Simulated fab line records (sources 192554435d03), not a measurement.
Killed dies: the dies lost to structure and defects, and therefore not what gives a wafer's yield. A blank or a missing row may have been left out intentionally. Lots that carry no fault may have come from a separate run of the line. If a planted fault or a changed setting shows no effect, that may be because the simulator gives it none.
Problem report in the 8D (eight disciplines) form, filled by code | flow n5 finfet | the parts of the form that need people (team, actions taken, sign-off) are left out

## 1. WHAT WENT WRONG
killed_at_M0_to_M3 at N5_PASSIVATION_PROBE_49 reads a mean of 117 on 6 wafers of 2 lots; wafers without a fault read 32 with a standard deviation of 9.7. Measured from the usual mean, that is +8.7 standard deviations.
The first sign was on wafer L349.2 at day 16 11:11, on prober-01. At this step, 33 wafers from 12 lots have a number in the record. The rule behind "out" and "out of limits": a value lying over 4 standard deviations away from the usual mean. The other wafers with a number count as sound.

## 2. WHAT THIS IS AND IS NOT
question                    | is                     | is not
which readings at this step | killed_at_M0_to_M3     | killed_at_M4_up, killed at front end, killed at other, killed open, killed short, sort_bin_4_leakage, sort_bin_8_speed
which lots                  | L348, L349             | L335, L336, L337, L338, L339, L340, L341, L347, L355, L357
which wafers of those lots  | all that have a number | -
read on which tools         | prober-01, prober-02   | -
when                        | from day 16 11:11      | up to then (22 sound wafers); but 5 sound wafers of L355, L357 came after

## 3. WHAT RULES OUT EACH SUSPECT
Counting: any tool at a process step up to the reading is kept as a suspect provided that every lot that is out went through it and no sound lot did after the first of them.
- pvd sputter-02 at N5_BEOL_M2_SPUTTER_88 (material Cu, target thk 4.5 nm, time 8.29 s): kept. It processed each lot that is out, first L348 at day 10 11:40, and no sound lot thereafter; up to then, the last sound lot it processed was L347 at day 10 02:06.
Left after counting: pvd sputter-02 at N5_BEOL_M2_SPUTTER_88.

## 4. THE CAUSE (what the simulator had put in)
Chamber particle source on pvd sputter-02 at N5_BEOL_M2_SPUTTER_88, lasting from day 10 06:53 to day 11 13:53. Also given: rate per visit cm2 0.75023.
Only this tool survived the counting.

## 5. SEQUENCE OF EFFECTS, ordered by route
Each row: a reading where the mean over the struck wafers with a number is more than 3 standard deviations away from the usual. Scope: only readings with a usual standard deviation given in the record; hours: median across lots of the time from each lot's start at the first step in this table that gives one to its start at this step; sigmas: change in usual standard deviations.
hours | step                    | reading              | usual  | on struck wafers | change | sigmas
0     | N5_PASSIVATION_PROBE_49 | defect limited yield | 91.7 % | 84.3             | -7.4   | -5.3
0     | N5_PASSIVATION_PROBE_49 | killed_at_M0_to_M3   | 32     | 117              | +85    | +8.7
0     | N5_PASSIVATION_PROBE_49 | killed dies          | 98     | 185              | +87    | +5.1
0     | N5_PASSIVATION_PROBE_49 | sort_bin_5_function  | 4.8 %  | 9.7              | +4.9   | +5.4
Here are the process steps it includes:
- N5_PASSIVATION_PROBE_49

## 6. WHAT WOULD HAVE CAUGHT IT SOONER
In this record the first reading out of limits was taken at day 16 11:11, 148 hours after the fault began at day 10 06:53.
An alarm limit of 4 standard deviations would not have fired on the tool readings at N5_BEOL_M2_SPUTTER_88 for which the record gives a usual standard deviation, since none of them was out on any struck wafer.
Lots out: 2; all had begun N5_BEOL_M2_SPUTTER_88 on pvd sputter-02 by day 16 11:11. A hold on the tool at that time would have spared none of them.
